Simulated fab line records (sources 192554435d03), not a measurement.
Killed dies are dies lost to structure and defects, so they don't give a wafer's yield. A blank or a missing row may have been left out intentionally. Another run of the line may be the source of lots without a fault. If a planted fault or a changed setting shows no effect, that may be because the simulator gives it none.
fab line records | flow n5Finfet
record: lots: 7 | wafers: 19 | lastDay: 18
route steps=1938 shown BEOL_M7@1288 PASSIVATION@1936
lots that met no fault: from a run of the same line without faults
startH: the number of hours between the record's first day and the start of the first shown wafer of the lot | waitH: how many hours have passed since the lot's step before this one | " repeats the value in the row above | L1.1+2: a row that stands for several wafers | - either no value or no given start | * or withheld: withheld | < > ~ a bound
route shown NAME@n: a module of which the file shows steps, and the number in the route of the first | usual: mean/standard deviation taken from wafers without a fault | same: alike in all rows | chamber/n: place in a boat | sites: each site's reading | _std_site: how widely they spread, as a standard deviation | _edge_site: mean of outer sites minus mean of inner sites | radiusMm: how far each site lies from the wafer's centre | mask NAME#n: copy n | behind: the tool/chamber that last shaped the wafer | hold: why the lot was held/for how many hours/how that ended | device: whichever transistor did not switch (one of n, p or np) | end of line: tests run on the same wafers once the route is complete | for a step that has no rows: nothing shown but its recipe | killed: count of dies lost to structure and defects at first sort (not the wafer's yield) | map: a wafer's dies, marking killed ones x, the rest . and places with no die _
set.NAME: the run value of the setting; set.NAME@STEP: its run value at that earlier step | model.NAME: the simulator's own value behind a step, which no gauge read
certain route steps with their lots: each step a table, each wafer a row
services: when a tool's chamber went out of use (startH, in hours from the record's first day, below 0 if earlier), for how many hours, and the reason
== steps ==
step: N5_BEOL_M7_COAT_64
recipe: resist: SiARC | tempC: 220 | timeS: 60 | spinRpm: 1500 | resistThkNm: 12
step: N5_BEOL_M7_COAT_71
recipe: resist: underlayer | tempC: 205 | timeS: 60 | spinRpm: 1500 | resistThkNm: 5
step: N5_BEOL_M7_COAT_22
recipe: resist: CAR-EUV | spinRpm: 1500 | resistThkNm: 30
step: N5_BEOL_M7_EBR_24
recipe: solvent: PGMEA | ebrWidthMm: 1.5
step: N5_BEOL_M7_SOFTBAKE_23
recipe: tempC: 110 | timeS: 60 | resist: CAR-EUV
step: N5_BEOL_M7_EXPOSE_25
recipe: maskId: V6 | na: 0.33 | sourceShape: annular | sigmaInner: 0.4 | sigmaOuter: 0.8 | polarization: unpolarized | targetCdNm: 40 | doseMj: 42.5
step: N5_BEOL_M7_PEB_26
recipe: pebTempC: 100 | pebTimeS: 60 | resist: CAR-EUV
step: N5_BEOL_M7_DEVELOP_27
recipe: developTimeS: 30 | developer: TMAH | resist: CAR-EUV | rinseLiquid: surfactantRinse | dry: airSpin | devTempC: 23
step: N5_BEOL_M7_CD_MEAS_28
recipe: targetCdNm: 40 | landingEnergyEv: 500 | detector: seInlens
usual: cdNm: 40.03/0.24
lot.wafer | tool     | chamber | startH | waitH | cdNm
L634.2    | cdSem-03 | 0       | 197.06 | -     | 40.04
L634.5    | "        | 0       | "      | "     | 40.47
L634.6    | "        | 0       | "      | "     | 40.13
L643.1    | cdSem-01 | 0       | 257.79 | -     | 40.41
L643.2    | "        | 0       | "      | "     | 39.81
L643.5    | "        | 0       | "      | "     | 40.27
L646.3    | cdSem-02 | 0       | 277.93 | -     | 39.99
L646.5    | "        | 0       | "      | "     | 40.07
L646.6    | "        | 0       | "      | "     | 40.14
L647.2    | cdSem-03 | 0       | 277.97 | -     | 40.22
L647.3    | "        | 0       | "      | "     | 40.02
L647.4    | "        | 0       | "      | "     | 40.08
L649.2    | cdSem-02 | 0       | 280.62 | -     | 39.83
L649.3    | "        | 0       | "      | "     | 40.24
L650.1    | cdSem-02 | 0       | 306.67 | -     | 39.95
L650.3    | "        | 0       | "      | "     | 40.01
L655.2    | cdSem-02 | 0       | 343.64 | -     | 40.20
L655.4    | "        | 0       | "      | "     | 39.89
L655.6    | "        | 0       | "      | "     | 39.85
step: N5_BEOL_M7_OVL_MEAS_29
recipe: pointsPerWafer: 522
usual: V6_OVL: -0.1/0.63
lot.wafer | tool       | chamber | startH | waitH | V6_OVL[nm]
L634.2    | overlay-01 | 0       | 197.10 | 0.0   | -0.8
L634.5    | "          | 0       | "      | "     | -0.2
L634.6    | "          | 0       | "      | "     | -0.9
L643.1    | overlay-01 | 0       | 257.82 | 0.0   | 1.0
L643.2    | "          | 0       | "      | "     | 0.1
L643.5    | "          | 0       | "      | "     | 0.5
L646.3    | overlay-02 | 0       | 277.97 | 0.0   | 0.3
L646.5    | "          | 0       | "      | "     | 0.5
L646.6    | "          | 0       | "      | "     | 0.6
L647.2    | overlay-01 | 0       | 278.00 | 0.0   | -0.2
L647.3    | "          | 0       | "      | "     | 1.1
L647.4    | "          | 0       | "      | "     | 0.1
L649.2    | overlay-01 | 0       | 280.65 | 0.0   | -0.2
L649.3    | "          | 0       | "      | "     | 0.0
L650.1    | overlay-02 | 0       | 306.70 | 0.0   | -0.7
L650.3    | "          | 0       | "      | "     | -0.2
L655.2    | overlay-01 | 0       | 343.67 | 0.0   | -0.3
L655.4    | "          | 0       | "      | "     | -0.4
L655.6    | "          | 0       | "      | "     | -0.4
step: N5_BEOL_M7_INSPECT_30
recipe: mode: adi | inspectInstrument: brightfield
usual: rawDefectCount: 424/100
lot.wafer | tool             | chamber | startH | waitH | rawDefectCount
L634.2    | defectInspect-02 | -       | 197.15 | 0.0   | 492
L634.5    | "                | -       | "      | "     | 659
L634.6    | "                | -       | "      | "     | 427
L643.1    | defectInspect-02 | -       | 257.92 | 0.1   | 525
L643.2    | "                | -       | "      | "     | 301
L643.5    | "                | -       | "      | "     | 427
L646.3    | defectInspect-02 | -       | 278.01 | 0.0   | 483
L646.5    | "                | -       | "      | "     | 301
L646.6    | "                | -       | "      | "     | 306
L647.2    | defectInspect-02 | -       | 278.06 | 0.0   | 327
L647.3    | "                | -       | "      | "     | 257
L647.4    | "                | -       | "      | "     | 337
L649.2    | defectInspect-02 | -       | 280.71 | 0.0   | 397
L649.3    | "                | -       | "      | "     | 412
L650.1    | defectInspect-02 | -       | 306.75 | 0.1   | 546
L650.3    | "                | -       | "      | "     | 642
L655.2    | defectInspect-02 | -       | 343.73 | 0.0   | 471
L655.4    | "                | -       | "      | "     | 557
L655.6    | "                | -       | "      | "     | 392
step: N5_BEOL_M7_DESCUM_33
recipe: chemistry: O2 | timeS: 7 | sourcePowerW: 50 | biasPowerW: 20 | pressureMtorr: 20 | rfFrequencyHz: 2.712e+07 | tempC: 40 | resist: CAR-EUV | o2FlowSccm: 225
usual: chamberPressureMTorr: 19.998/0.019 | drypumpMotorCurrentA: 5.7/0.39 | oesProductAu: 0.78/0.091 | rfVppV: 243.0/1.4 | showerheadPlenumPTorr: 2.08/0.06 | throttleValvePct: 20.48/0.24
lot.wafer | tool       | chamber | startH | waitH | chamberPressureMTorr | drypumpMotorCurrentA | oesProductAu | rfHoursCounterH | rfVppV | showerheadPlenumPTorr | throttleValvePct
L634.2    | rieDiel-05 | 1       | 197.19 | 0.0   | 20.021               | 5.5                  | 0.71         | 190             | 241.1  | 2.00                  | 20.59
L634.5    | "          | 3       | "      | "     | 19.993               | 5.6                  | 0.82         | -               | 241.6  | 2.03                  | 20.20
L634.6    | "          | 2       | "      | "     | 20.029               | 5.1                  | 0.88         | -               | 244.5  | 2.11                  | 20.27
L643.1    | rieDiel-06 | 3       | 257.97 | 0.0   | 19.970               | 5.2                  | 0.72         | 188             | 244.0  | 2.17                  | 20.27
L643.2    | "          | 1       | "      | "     | 20.024               | 5.8                  | 0.71         | 174             | 241.2  | 2.01                  | 20.71
L643.5    | "          | 1       | "      | "     | 19.984               | 5.8                  | 0.72         | -               | 242.3  | 2.01                  | 20.70
L646.3    | rieDiel-04 | 0       | 278.05 | 0.0   | 20.011               | 5.6                  | 0.80         | 92              | 241.9  | 2.03                  | 20.57
L646.5    | "          | 2       | "      | "     | 19.961               | 6.5                  | 0.90         | -               | 242.2  | 2.04                  | 20.65
L646.6    | "          | 1       | "      | "     | 20.006               | 5.9                  | 0.97         | -               | 243.3  | 2.14                  | 20.09
L647.2    | rieDiel-06 | 2       | 278.09 | 0.0   | 20.022               | 5.9                  | 0.69         | 232             | 242.8  | 2.15                  | 20.57
L647.3    | "          | 0       | "      | "     | 19.987               | 5.8                  | 0.95         | 15              | 243.9  | 2.14                  | 20.00
L647.4    | "          | 1       | "      | "     | 20.016               | 5.8                  | 0.71         | 180             | 241.9  | 2.00                  | 20.71
L649.2    | rieDiel-06 | 0       | 280.74 | 0.0   | 19.980               | 5.7                  | 0.95         | 15              | 245.1  | 2.14                  | 19.98
L649.3    | "          | 3       | "      | "     | 19.996               | 5.2                  | 0.73         | 195             | 243.2  | 2.17                  | 20.29
L650.1    | rieDiel-06 | 2       | 306.79 | 0.0   | 20.029               | 5.9                  | 0.69         | 242             | 245.4  | 2.15                  | 20.57
L650.3    | "          | 1       | "      | "     | 19.992               | 5.7                  | 0.71         | 189             | 241.8  | 2.00                  | 20.72
L655.2    | rieDiel-04 | 0       | 343.76 | 0.0   | 19.975               | 5.6                  | 0.77         | 108             | 241.9  | 2.03                  | 20.61
L655.4    | "          | 0       | "      | "     | 20.025               | 5.6                  | 0.77         | -               | 242.3  | 2.03                  | 20.59
L655.6    | "          | 3       | "      | "     | 20.000               | 5.1                  | 0.73         | -               | 243.5  | 2.07                  | 20.76
step: N5_BEOL_M7_ETCH_72
recipe: chemistry: N2/H2 | target: underlayer | targetDepthA: 65 | maskMaterial: CAR-EUV | timeS: 5.2 | ionEnergyEv: 200 | pressureMtorr: 30 | sourceW: 840 | biasW: 150 | n2FlowSccm: 200 | h2FlowSccm: 200 | ends: cleared
usual: chamberPressureMTorr: 30.00/0.039 | drypumpMotorCurrentA: 5.7/0.4 | etchRfOnTimeS: 5.21/0.09 | oesProductAu: 0.67/0.076 | rfVppV: 523.5/2.5 | showerheadPlenumPTorr: 2.53/0.078 | throttleValvePct: 17.87/0.25
lot.wafer | tool       | chamber | startH | waitH | chamberPressureMTorr | drypumpMotorCurrentA | etchRfOnTimeS | oesProductAu | rfHoursCounterH | rfVppV | showerheadPlenumPTorr | throttleValvePct
L634.2    | rieDiel-05 | 1       | 197.22 | 0.0   | 29.98                | 5.5                  | 5.16          | 0.61         | 190             | 521.2  | 2.42                  | 18.03
L634.5    | "          | 3       | "      | "     | 29.97                | 5.6                  | 5.26          | 0.70         | -               | 520.2  | 2.47                  | 17.55
L634.6    | "          | 2       | "      | "     | 30.04                | 5.1                  | 5.29          | 0.73         | -               | 525.4  | 2.57                  | 17.62
L643.1    | rieDiel-06 | 3       | 258.00 | 0.0   | 30.04                | 5.2                  | 5.23          | 0.63         | 188             | 527.4  | 2.63                  | 17.65
L643.2    | "          | 1       | "      | "     | 29.99                | 5.8                  | 5.26          | 0.59         | 174             | 520.7  | 2.43                  | 17.95
L643.5    | "          | 1       | "      | "     | 30.04                | 5.7                  | 5.31          | 0.61         | -               | 519.9  | 2.43                  | 17.99
L646.3    | rieDiel-04 | 0       | 278.08 | 0.0   | 30.09                | 5.6                  | 5.15          | 0.68         | 92              | 521.7  | 2.47                  | 17.93
L646.5    | "          | 2       | "      | "     | 30.04                | 6.6                  | 5.16          | 0.74         | -               | 520.0  | 2.47                  | 17.93
L646.6    | "          | 1       | "      | "     | 29.98                | 5.9                  | 5.14          | 0.81         | -               | 526.1  | 2.61                  | 17.50
L647.2    | rieDiel-06 | 2       | 278.12 | 0.0   | 30.04                | 5.9                  | 6.59          | 0.52         | 232             | 525.1  | 2.61                  | 17.94
L647.3    | "          | 0       | "      | "     | 29.91                | 5.7                  | 6.32          | 0.72         | 15              | 526.7  | 2.61                  | 17.47
L647.4    | "          | 1       | "      | "     | 29.98                | 5.8                  | 5.32          | 0.60         | 180             | 519.7  | 2.42                  | 17.99
L649.2    | rieDiel-06 | 0       | 280.77 | 0.0   | 29.99                | 5.7                  | 6.34          | 0.71         | 15              | 525.5  | 2.61                  | 17.44
L649.3    | "          | 3       | "      | "     | 29.91                | 5.2                  | 6.57          | 0.55         | 195             | 525.8  | 2.63                  | 17.63
L650.1    | rieDiel-06 | 2       | 306.82 | 0.0   | 29.97                | 6.0                  | 5.31          | 0.58         | 242             | 522.1  | 2.61                  | 17.94
L650.3    | "          | 1       | "      | "     | 29.96                | 5.8                  | 6.64          | 0.52         | 189             | 521.7  | 2.42                  | 17.99
L655.2    | rieDiel-04 | 0       | 343.80 | 0.0   | 30.00                | 5.6                  | 5.09          | 0.68         | 108             | 520.9  | 2.46                  | 17.97
L655.4    | "          | 0       | "      | "     | 29.97                | 5.6                  | 5.12          | 0.66         | -               | 520.3  | 2.46                  | 17.97
L655.6    | "          | 3       | "      | "     | 29.99                | 5.1                  | 5.24          | 0.64         | -               | 524.8  | 2.53                  | 18.26
step: N5_BEOL_M7_ETCH_65
recipe: chemistry: CF4 | target: SiARC | targetDepthA: 156 | maskMaterial: CAR-EUV | timeS: 26 | ionEnergyEv: 80 | pressureMtorr: 40 | sourceW: 545 | biasW: 36 | Ar_flow_sccm: 100 | cf4FlowSccm: 100 | ends: cleared
usual: cf4FlowSccm: 100.0/0.31 | chamberPressureMTorr: 40.00/0.038 | drypumpMotorCurrentA: 5.7/0.39 | etchRfOnTimeS: 26.0/0.41 | oesProductAu: 0.67/0.078 | rfVppV: 183.9/1.2 | showerheadPlenumPTorr: 2.13/0.063 | throttleValvePct: 15.67/0.25
lot.wafer | tool       | chamber | startH | waitH | cf4FlowSccm | chamberPressureMTorr | drypumpMotorCurrentA | etchRfOnTimeS | oesProductAu | rfHoursCounterH | rfVppV | showerheadPlenumPTorr | throttleValvePct
L634.2    | rieDiel-05 | 1       | 197.24 | 0.0   | 100.1       | 39.99                | 5.5                  | 25.8          | 0.61         | 190             | 182.8  | 2.04                  | 15.74
L634.5    | "          | 3       | "      | "     | 100.2       | 40.02                | 5.7                  | 25.9          | 0.71         | -               | 182.5  | 2.08                  | 15.37
L634.6    | "          | 2       | "      | "     | 100.0       | 39.93                | 5.1                  | 26.0          | 0.73         | -               | 185.3  | 2.17                  | 15.50
L643.1    | rieDiel-06 | 3       | 258.02 | 0.0   | 100.3       | 40.04                | 5.2                  | 26.0          | 0.63         | 188             | 185.8  | 2.22                  | 15.53
L643.2    | "          | 1       | "      | "     | 99.6        | 40.01                | 5.8                  | 26.4          | 0.61         | 174             | 181.6  | 2.05                  | 15.82
L643.5    | "          | 1       | "      | "     | 99.6        | 40.06                | 5.8                  | 26.5          | 0.60         | -               | 183.0  | 2.05                  | 15.84
L646.3    | rieDiel-04 | 0       | 278.10 | 0.0   | 99.7        | 40.06                | 5.6                  | 25.4          | 0.69         | 92              | 184.7  | 2.08                  | 15.68
L646.5    | "          | 2       | "      | "     | 99.7        | 40.01                | 6.5                  | 25.5          | 0.76         | -               | 182.6  | 2.08                  | 15.69
L646.6    | "          | 1       | "      | "     | 99.8        | 39.94                | 5.9                  | 25.7          | 0.82         | -               | 184.2  | 2.20                  | 15.36
L647.2    | rieDiel-06 | 2       | 278.14 | 0.0   | 100.0       | 39.98                | 5.9                  | 26.3          | 0.59         | 232             | 183.4  | 2.20                  | 15.82
L647.3    | "          | 0       | "      | "     | 100.0       | 40.03                | 5.7                  | 25.4          | 0.81         | 15              | 184.9  | 2.18                  | 15.13
L647.4    | "          | 1       | "      | "     | 100.4       | 39.97                | 5.8                  | 26.2          | 0.60         | 180             | 182.2  | 2.05                  | 15.85
L649.2    | rieDiel-06 | 0       | 280.79 | 0.0   | 99.9        | 40.00                | 5.7                  | 25.3          | 0.80         | 16              | 185.7  | 2.18                  | 15.14
L649.3    | "          | 3       | "      | "     | 100.1       | 40.03                | 5.2                  | 26.1          | 0.62         | 195             | 185.1  | 2.21                  | 15.56
L650.1    | rieDiel-06 | 2       | 306.84 | 0.0   | 99.6        | 39.98                | 5.9                  | 26.2          | 0.58         | 242             | 184.6  | 2.20                  | 15.83
L650.3    | "          | 1       | "      | "     | 100.3       | 39.98                | 5.8                  | 26.4          | 0.60         | 189             | 183.9  | 2.04                  | 15.87
L655.2    | rieDiel-04 | 0       | 343.81 | 0.0   | 100.3       | 40.04                | 5.6                  | 25.6          | 0.68         | 108             | 182.7  | 2.07                  | 15.69
L655.4    | "          | 0       | "      | "     | 100.3       | 39.92                | 5.6                  | 25.6          | 0.67         | -               | 182.6  | 2.08                  | 15.71
L655.6    | "          | 3       | "      | "     | 99.5        | 40.00                | 5.1                  | 26.3          | 0.62         | -               | 184.2  | 2.13                  | 16.00
step: N5_PASSIVATION_PROBE_49
usual: defectLimitedYield: 91.4/1.5 | killed_at_M0_to_M3: 31/11 | killed_at_M4_up: 13/5.5 | killedAtContacts: 13/6.3 | killedAtFrontEnd: 40/13 | killedAtOther: 3.3/2.6 | killedDies: 101/18 | killedOpen: 67/13 | killedShort: 33/7.9 | sort_bin_5_function: 5.1/1 | sort_bin_6_memory: 3.2/0.68 | sortNPass: 1079/18 | sortYieldPct: 91.4/1.5
same: grossDies: 1180 | killedAtBackSide: 0 | sort_bin_4_leakage[%]: 0 | sort_bin_8_speed[%]: 0
lot.wafer | tool      | chamber | startH | waitH | defectLimitedYield[%] | killed_at_M0_to_M3 | killed_at_M4_up | killedAtContacts | killedAtFrontEnd | killedAtOther | killedDies | killedOpen | killedShort | sort_bin_5_function[%] | sort_bin_6_memory[%] | sortNPass | sortYieldPct[%]
L634.2    | prober-01 | -       | 269.99 | 0.1   | 90.7                  | 34                 | 20              | 9                | 44               | 3             | 110        | 81         | 29          | 5.6                    | 3.2                  | 1070      | 90.7
L634.5    | prober-01 | -       | 270.14 | 0.2   | 91.4                  | 29                 | 15              | 7                | 44               | 7             | 102        | 74         | 26          | 4.9                    | 3.4                  | 1078      | 91.4
L634.6    | prober-01 | -       | 270.19 | 0.3   | 90.8                  | 42                 | 15              | 7                | 37               | 7             | 108        | 72         | 36          | 5.3                    | 3.5                  | 1072      | 90.8
L643.1    | prober-01 | -       | 331.20 | 0.0   | 90.2                  | 39                 | 8               | 23               | 39               | 7             | 116        | 78         | 38          | 6.0                    | 3.4                  | 1064      | 90.2
L643.2    | prober-01 | -       | 331.25 | 0.1   | 91.4                  | 32                 | 17              | 19               | 29               | 5             | 102        | 64         | 38          | 5.8                    | 2.5                  | 1078      | 91.4
L643.5    | prober-01 | -       | 331.40 | 0.2   | 91.4                  | 40                 | 13              | 19               | 18               | 11            | 101        | 70         | 31          | 5.3                    | 2.6                  | 1079      | 91.4
killed by level:class
L634.2 BEOL_M4:geometricParticle:open=12 MOL_CONTACT_COAG:geometricParticle:open=9 BEOL_M0_SAQP:geometricParticle:open=8 ILD0:geometricParticle:open=7 GATE_CUT:geometricParticle:open=7 FIN_SAQP:geometricParticle:open=6 FIN_SAQP:geometricParticle:short=6 BEOL_M2:geometricParticle:open=6
L634.5 FIN_SAQP:geometricParticle:open=11 BEOL_M4:geometricParticle:open=9 DUMMY_GATE:geometricParticle:open=8 BEOL_M2:geometricParticle:open=8 BEOL_M3:geometricParticle:open=7 FIN_SAQP:geometricParticle:short=6 MOL_CONTACT_COAG:geometricParticle:open=5 BEOL_M0_SAQP:geometricParticle:open=5
L634.6 FIN_SAQP:geometricParticle:open=14 BEOL_M0_SAQP:geometricParticle:short=11 BEOL_M2:geometricParticle:open=10 MOL_CONTACT_COAG:geometricParticle:open=7 BEOL_M0_SAQP:geometricParticle:open=7 FIN_SAQP:geometricParticle:short=6 BEOL_M0:geometricParticle:open=4 BEOL_M4:geometricParticle:open=4
L643.1 MOL_CONTACT_COAG:geometricParticle:open=18 DUMMY_GATE:geometricParticle:open=11 BEOL_M1:geometricParticle:open=8 BEOL_M0_SAQP:geometricParticle:open=8 BEOL_M2:geometricParticle:open=7 BEOL_M0_SAQP:geometricParticle:short=6 DUMMY_GATE:geometricParticle:short=5 MOL_CONTACT_COAG:geometricParticle:short=5
L643.2 MOL_CONTACT_COAG:geometricParticle:open=14 BEOL_M0_SAQP:geometricParticle:short=10 BEOL_M4:geometricParticle:open=8 BEOL_M2:geometricParticle:open=8 BEOL_M0_SAQP:geometricParticle:open=6 DUMMY_GATE:geometricParticle:open=5 MOL_CONTACT_COAG:geometricParticle:short=5 BEOL_M4:geometricParticle:short=5
L643.5 MOL_CONTACT_COAG:geometricParticle:open=15 BEOL_M2:geometricParticle:open=12 BEOL_M4:geometricParticle:open=10 BEOL_M0_SAQP:geometricParticle:open=7 BEOL_M0_SAQP:geometricParticle:short=6 BEOL_M1:geometricParticle:open=6 MOL_CONTACT_COAG:geometricParticle:short=4 PASS1_CAP:geometricParticle:open=4
== services ==
tool       | chamber | startH | hours | kind
rieDiel-06 | 1       | 175.19 | 8.7   | repair
rieDiel-06 | 0       | 208.32 | -     | clean
rieDiel-06 | 0       | 208.32 | -     | consumableReplace:focusRing
rieDiel-06 | 0       | 208.32 | 17.7  | scheduledDown
rieDiel-06 | 0       | 208.32 | 17.7  | ventCycle
rieDiel-04 | 1       | 244.83 | -     | clean
rieDiel-04 | 1       | 244.83 | -     | consumableReplace:focusRing
rieDiel-04 | 1       | 244.83 | 22.6  | scheduledDown
rieDiel-04 | 1       | 244.83 | 22.6  | ventCycle
rieDiel-04 | -       | 284.96 | 14.6  | pm
rieDiel-06 | 2       | 331.19 | -     | clean
rieDiel-06 | 2       | 331.19 | -     | consumableReplace:focusRing
rieDiel-06 | 2       | 331.19 | 25.2  | scheduledDown
rieDiel-06 | 2       | 331.19 | 25.2  | ventCycle
rieDiel-04 | 1       | 335.55 | 41.2  | repair
== key ==
firstSign: step: N5_BEOL_M7_ETCH_72 | reading: etchRfOnTimeS | direction: up | sigmas: 14 | usual: * | struck: *
effect none on later readings
metAt N5_BEOL_M7_ETCH_72
struckWafers L647.2,L647.3,L649.2,L649.3,L650.3
onsetBetween 258.00 278.12
fault: kind: processParameterDrift | tool: rieDiel-06 | chamber: - | onsetH: 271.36 | steps: N5_BEOL_M7_ETCH_72 | channel: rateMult | offset: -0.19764 | shape: step | endH: 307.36 | scope: struckWafersOnly
